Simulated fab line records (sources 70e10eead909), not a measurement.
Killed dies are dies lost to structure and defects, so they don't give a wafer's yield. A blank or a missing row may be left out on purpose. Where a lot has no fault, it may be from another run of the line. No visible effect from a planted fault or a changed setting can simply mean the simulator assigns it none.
Which of the tools did it?	flow nand_harc	7 lots, 21 wafers sampled, at 4 steps of a route of 1302

== WHAT THE GAUGES SHOWED, per wafer ==
NHARC_END_SORT_01.
lot	measured	on	killed_dies
L375	day 25 01:17	prober-02	19 32 34
L380	day 27 00:20	prober-01	40 46 45
L389	day 30 09:28	prober-02	677 677 677
L387	day 30 20:46	prober-02	677 677 677
L392	day 31 23:44	prober-01	90 89 79
L396	day 33 19:38	prober-01	67 76 47
L398	day 34 04:04	prober-02	38 57 42

== WHAT TOOL EACH LOT RAN ON (gives the tool, then ch and the chambers of the sampled wafers, and finally the start) ==
lot	NHARC_A_SLIT_DEP_00	NHARC_THIN_TSV_PVD_19	NHARC_THIN_TSV_STRIP_56
L375	acl_dep-01 ch 0, day 19 23:47	pvd_sputter-01, day 24 14:41 or earlier	plasma_asher-02 ch 0,1, day 24 14:41
L380	acl_dep-03 ch 0, day 22 02:39	pvd_sputter-02, day 26 14:28 or earlier	plasma_asher-01 ch 0,1, day 26 14:28
L389	acl_dep-01 ch 0, day 25 12:13	-	-
L387	acl_dep-01 ch 0, day 25 16:39	-	-
L392	acl_dep-02 ch 0, day 26 22:55	pvd_sputter-02, day 31 14:37 or earlier	plasma_asher-01 ch 0,1, day 31 14:37
L396	acl_dep-01 ch 0, day 28 18:41	pvd_sputter-03, day 33 11:04 or earlier	plasma_asher-01 ch 0,1, day 33 11:04
L398	acl_dep-03 ch 0, day 29 11:16	pvd_sputter-03, day 33 18:04 or earlier	plasma_asher-01 ch 0,1, day 33 18:04
- NHARC_A_SLIT_DEP_00: deposits aC, target thk 6200 nm.
- NHARC_THIN_TSV_PVD_19: deposits TaN, target thk 20 nm.
- NHARC_THIN_TSV_STRIP_56: strips in O2.

== THE ANSWER, worked out from the rows above alone ==
Rule: usual is defined by the lots themselves. Put in order of their means at a reading, lots are off if they are a third of the lots or fewer, leave a main group of 4 or more, and stand apart from it by a gap of 3 or more times the standard deviation of the main group's means; of several such gaps the widest counts. Not used: any main group whose means are identical at the precision the tables above print for the reading. A lot without any number at a reading at which 4 lots or more have one is off too. Where the step has rows for the other lots, those lots are counted as sound.
Off at NHARC_END_SORT_01 (killed_dies): L389, L387. The main group has a mean of 53 with a standard deviation of 20.
A tool fits if, at a process step before that reading, it ran every lot that is off, and no sound lot after the first of them. Gauges at NHARC_END_SORT_01: tried the same way as those tools. Because NHARC_THIN_TSV_PVD_19 lacks a start for some lots, the hours and order of its lots are taken from NHARC_THIN_TSV_STRIP_56. None of those tried fits.

== WHAT THE SIMULATOR HAD PUT IN ==
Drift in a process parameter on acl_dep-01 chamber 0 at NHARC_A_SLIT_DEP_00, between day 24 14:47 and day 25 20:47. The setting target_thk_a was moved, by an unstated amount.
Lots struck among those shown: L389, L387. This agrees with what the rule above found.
